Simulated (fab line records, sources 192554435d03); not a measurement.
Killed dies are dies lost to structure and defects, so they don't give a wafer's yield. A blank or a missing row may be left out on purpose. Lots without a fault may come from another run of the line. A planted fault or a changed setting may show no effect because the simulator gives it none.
A struck lot beside a sound one | flow n5_finfet | 16 steps out of a route of 1938
Sound: wafers L523.1, L523.2, L523.5. Struck: wafer L528.2. (L528.1 of the same lot was not struck and is left out.) The cause comes at the end.
At each step with rows: each side's tool, then ch and its chambers, then its first start. Under that, the readings that differ: sound wafers | struck wafers | difference of the means | sigmas: that difference in standard deviations of wafers without a fault.
alike: readings whose means differ by less than 2 such deviations, and words and numbers that are the same on both sides. not compared: withheld readings, readings that some wafer has no value for, bounds like >300 that may hide the same value, and numbers for which the record gives no deviation and whose values overlap.
The two part at a step that has a row with sigmas, a row that says differs or no value, or rows on one side only. Numbers that don't overlap but have no deviation are shown without sigmas and don't part them. A reading that every wafer of one side lacks parts them only if that side has two wafers or more.

N5_BEOL_M3_CMP_52: polishes, stops on SiOC, t overpolish 6.8 s, target thk 40 nm.
  sound on cmp-02 ch 0,3, day 8 21:49; struck on cmp-01 ch 2, day 9 22:22
  alike: barrier_field_endpoint_s, edge_zone_pressure_frac, motor_current_A, overpolish_run_s, time_to_endpoint_s
N5_BEOL_M3_THK_MEAS_53: measures by xrf.
  sound on film_metro-02, day 8 22:06; struck on film_metro-02, day 9 22:40
  alike: M3_THK
N5_BEOL_M3_PRE_CLEAN_60: time 15 s.
  sound on cvd_co-01 ch 0,1,2, day 8 22:08; struck on cvd_co-01 ch 0, day 9 22:42
  alike: heater_power_w
N5_BEOL_M3_CO_CAP_55: material Co, precursor CCTBA/H2, target thk 2 nm, time 102.1 s.
  sound on cvd_co-01 ch 0,1,2, day 8 22:11; struck on cvd_co-01 ch 0, day 9 22:44
  alike: heater_power_w
then, 1 step without rows for these wafers: N5_BEOL_M3_PRE_CLEAN_56 (time 15 s).
N5_BEOL_M3_DEP_57: deposits SiCN from 3MS/NH3, target thk 8 nm, time 14 s.
  sound on pecvd-04 ch 0,2, day 8 22:19; struck on pecvd-04 ch 0, day 9 22:52
  alike: showerhead_plenum_p_Torr, throttle_valve_pct
N5_BEOL_M3_RS_MEAS_58: measures by four-point-probe.
  sound on film_metro-02, day 8 22:23; struck on film_metro-01, day 9 22:55
  alike: M3_RS
N5_BEOL_M3_INSPECT_59: inspects for defects (darkfield).
  sound on defect_inspect-01, day 8 22:25; struck on defect_inspect-02, day 9 22:57
  alike: raw_defect_count
then, 1 step without rows for these wafers: N5_BEOL_M4_ILD_DEP_00 (deposits SiOC from DEMS/O2, target thk 79 nm, time 15.3 s).
N5_BEOL_M4_THK_MEAS_01:
  sound on film_metro-01, day 8 22:31; struck on film_metro-01, day 9 23:03
  alike: M4_ILD_THK
then, 1 step without rows for these wafers: N5_BEOL_M4_PECVD_72 (deposits SiO2 from TEOS/O2, target thk 16 nm, time 18 s).
N5_BEOL_M4_HM_DEP_02: deposits TiN, target thk 20 nm.
  sound on pvd_sputter-02, day 8 23:19; struck on pvd_sputter-01, day 9 23:59
  alike: throttle_valve_pct
N5_BEOL_M4_COAT_61: time 60 s, resist thk 60 nm.
  sound on litho_track-01 ch 0, day 8 23:26; struck on litho_track-01 ch 0, day 10 00:07
  reading          | sound             | struck | difference | sigmas
  run_length_s (s) | 66.18 66.21 66.57 | 76.86  | +10.54     | +70
then, 1 step without rows for these wafers: N5_BEOL_M4_COAT_62 (time 60 s, resist thk 12 nm).
N5_BEOL_M4_RC_MEAS_101:
  sound on prober-01 ch 0, day 9 13:50; struck on prober-02 ch 0, day 10 13:08
  alike: DIBL_N, DIBL_P, IOFF_N, IOFF_P, ION_N, ION_P, SS_N, SS_P, VT_N, VT_P
then, 1 step without rows for these wafers: N5_PASSIVATION_PROBE_49.

WHERE THEY PART
Only at N5_BEOL_M4_COAT_61, within this record. Later steps at which nothing parts them and some readings are alike: N5_BEOL_M4_RC_MEAS_101.

WHY: what the simulator had put in
Process parameter drift: litho_track-01, from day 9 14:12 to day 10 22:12, at N5_BEOL_M4_COAT_61. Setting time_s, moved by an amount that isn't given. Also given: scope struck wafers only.
